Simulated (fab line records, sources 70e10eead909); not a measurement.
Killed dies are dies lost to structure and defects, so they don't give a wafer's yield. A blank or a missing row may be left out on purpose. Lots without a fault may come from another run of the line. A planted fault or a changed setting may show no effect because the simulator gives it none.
Chamber matching | flow nand_harc | NHARC_A_STAIRCASE_DEP_151 on pecvd-03: 3 sister chambers
The step deposits SiO2, target thk 3800 nm. 20 wafers are shown with their chamber, then 10 later ones without.

WAFERS WITH THEIR CHAMBER
wafer  | chamber | heater_power_w (W)
L076.1 | 0       | 689
L076.3 | 1       | 812
L076.6 | 0       | 634
L080.1 | 1       | 679
L080.4 | 0       | 637
L080.5 | 2       | 623
L083.1 | 0       | 791
L083.3 | 1       | 797
L083.5 | 2       | 616
L084.1 | 2       | 714
L084.3 | 1       | 655
L084.6 | 2       | 628
L086.2 | 1       | 769
L086.3 | 1       | 663
L086.4 | 2       | 612
L089.1 | 2       | 655
L089.2 | 1       | 779
L089.5 | 0       | 627
L095.1 | 1       | 788
L095.2 | 2       | 759

SIGNATURES (means of the wafers above)
reading        | chamber 0 | chamber 1 | chamber 2 | scatter within a chamber
heater_power_w | 675.60    | 742.75    | 658.14    | 63.4
Rule: a wafer's distance from a chamber is the root of the sum, over the readings, of the square of ((its reading less the chamber's mean) divided by the reading's scatter). The wafer belongs to the nearest chamber; if the next one is less than 2 further off, it can't be placed. The scatter: the root of (the sum of the squares of (reading less its chamber's mean) over the shown wafers, divided by (wafers less chambers)).

WAFERS WITHOUT THEIR CHAMBER
wafer  | heater_power_w (W)
L095.4 | 647
L093.4 | 653
L093.5 | 606
L093.6 | 667
L096.3 | 644
L096.5 | 633
L096.6 | 638
L097.1 | 611
L097.2 | 657
L097.6 | 653

WHICH CHAMBER EACH WENT THROUGH
wafer  | from the rows above          | in truth
L095.4 | can't be placed: 2 or 0 or 1 | 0
L093.4 | can't be placed: 2 or 0 or 1 | 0
L093.5 | can't be placed: 2 or 0 or 1 | 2
L093.6 | can't be placed: 0 or 2 or 1 | 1
L096.3 | can't be placed: 2 or 0 or 1 | 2
L096.5 | can't be placed: 2 or 0 or 1 | 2
L096.6 | can't be placed: 2 or 0 or 1 | 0
L097.1 | can't be placed: 2 or 0 or 1 | 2
L097.2 | can't be placed: 2 or 0 or 1 | 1
L097.6 | can't be placed: 2 or 0 or 1 | 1
Placed correctly: 0 of 10. Can't be placed from these rows: 10 (the true chamber is among the candidates in 10). Placed wrongly: 0.
